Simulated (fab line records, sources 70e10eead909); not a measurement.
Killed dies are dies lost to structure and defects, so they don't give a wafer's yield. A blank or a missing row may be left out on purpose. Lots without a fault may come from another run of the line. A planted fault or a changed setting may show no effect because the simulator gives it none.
Chamber matching | flow nand_harc | NHARC_A_CONTACT_DESCUM_13 on rie_diel-08: 4 sister chambers
The step chemistry O2, time 3 s. 20 wafers are shown with their chamber, then 10 later ones without.

WAFERS WITH THEIR CHAMBER
wafer  | chamber | showerhead_plenum_p_Torr (Torr) | oes_product_au (a.u.) | throttle_valve_pct (%)
L812.1 | 0       | 1.85                            | 1.008                 | 11.317
L812.3 | 3       | 1.89                            | 0.994                 | 11.306
L812.5 | 3       | 1.89                            | 0.995                 | 11.309
L819.1 | 0       | 1.85                            | 1.003                 | 11.329
L819.4 | 3       | 1.88                            | 0.995                 | 11.303
L819.6 | 3       | 1.88                            | 1.001                 | 11.297
L822.1 | 2       | 1.85                            | 0.969                 | 11.314
L822.3 | 3       | 1.88                            | 0.994                 | 11.312
L822.6 | 3       | 1.88                            | 1.005                 | 11.313
L824.2 | 2       | 1.84                            | 0.982                 | 11.325
L824.4 | 1       | 1.88                            | 0.997                 | 11.299
L824.6 | 0       | 1.85                            | 0.996                 | 11.316
L828.2 | 3       | 1.88                            | 1.011                 | 11.312
L828.3 | 2       | 1.84                            | 0.990                 | 11.304
L828.5 | 2       | 1.84                            | 0.983                 | 11.320
L831.1 | 1       | 1.87                            | 0.993                 | 11.306
L831.4 | 0       | 1.84                            | 1.008                 | 11.311
L831.6 | 0       | 1.84                            | 1.012                 | 11.309
L832.2 | 3       | 1.88                            | 1.009                 | 11.308
L832.3 | 0       | 1.84                            | 1.012                 | 11.307

SIGNATURES (means of the wafers above)
reading                  | chamber 0 | chamber 1 | chamber 2 | chamber 3 | scatter within a chamber
showerhead_plenum_p_Torr | 1.8450    | 1.8750    | 1.8425    | 1.8825    | 0.00515
oes_product_au           | 1.00650   | 0.99500   | 0.98100   | 1.00050   | 0.00695
throttle_valve_pct       | 11.31483  | 11.30250  | 11.31575  | 11.30750  | 0.00704
Rule: a wafer's distance from a chamber is the root of the sum, over the readings, of the square of ((its reading less the chamber's mean) divided by the reading's scatter). The wafer belongs to the nearest chamber; if the next one is less than 2 further off, it can't be placed. The scatter: the root of (the sum of the squares of (reading less its chamber's mean) over the shown wafers, divided by (wafers less chambers)).

WAFERS WITHOUT THEIR CHAMBER
wafer  | showerhead_plenum_p_Torr (Torr) | oes_product_au (a.u.) | throttle_valve_pct (%)
L832.5 | 1.84                            | 1.001                 | 11.316
L833.1 | 1.88                            | 1.018                 | 11.315
L833.3 | 1.84                            | 1.009                 | 11.317
L833.6 | 1.84                            | 1.017                 | 11.312
L835.1 | 1.84                            | 0.999                 | 11.310
L835.2 | 1.84                            | 1.004                 | 11.302
L835.4 | 1.88                            | 0.993                 | 11.331
L834.2 | 1.84                            | 1.008                 | 11.311
L834.5 | 1.84                            | 0.997                 | 11.291
L834.6 | 1.87                            | 0.995                 | 11.305

WHICH CHAMBER EACH WENT THROUGH
wafer  | from the rows above     | in truth
L832.5 | can't be placed: 0 or 2 | 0
L833.1 | can't be placed: 3 or 1 | 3
L833.3 | 0                       | 0
L833.6 | 0                       | 0
L835.1 | can't be placed: 0 or 2 | 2
L835.2 | can't be placed: 0 or 2 | 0
L835.4 | can't be placed: 3 or 1 | 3
L834.2 | 0                       | 0
L834.5 | can't be placed: 0 or 2 | 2
L834.6 | can't be placed: 1 or 3 | 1
Placed correctly: 3 of 10. Can't be placed from these rows: 7 (the true chamber is among the candidates in 7). Placed wrongly: 0.
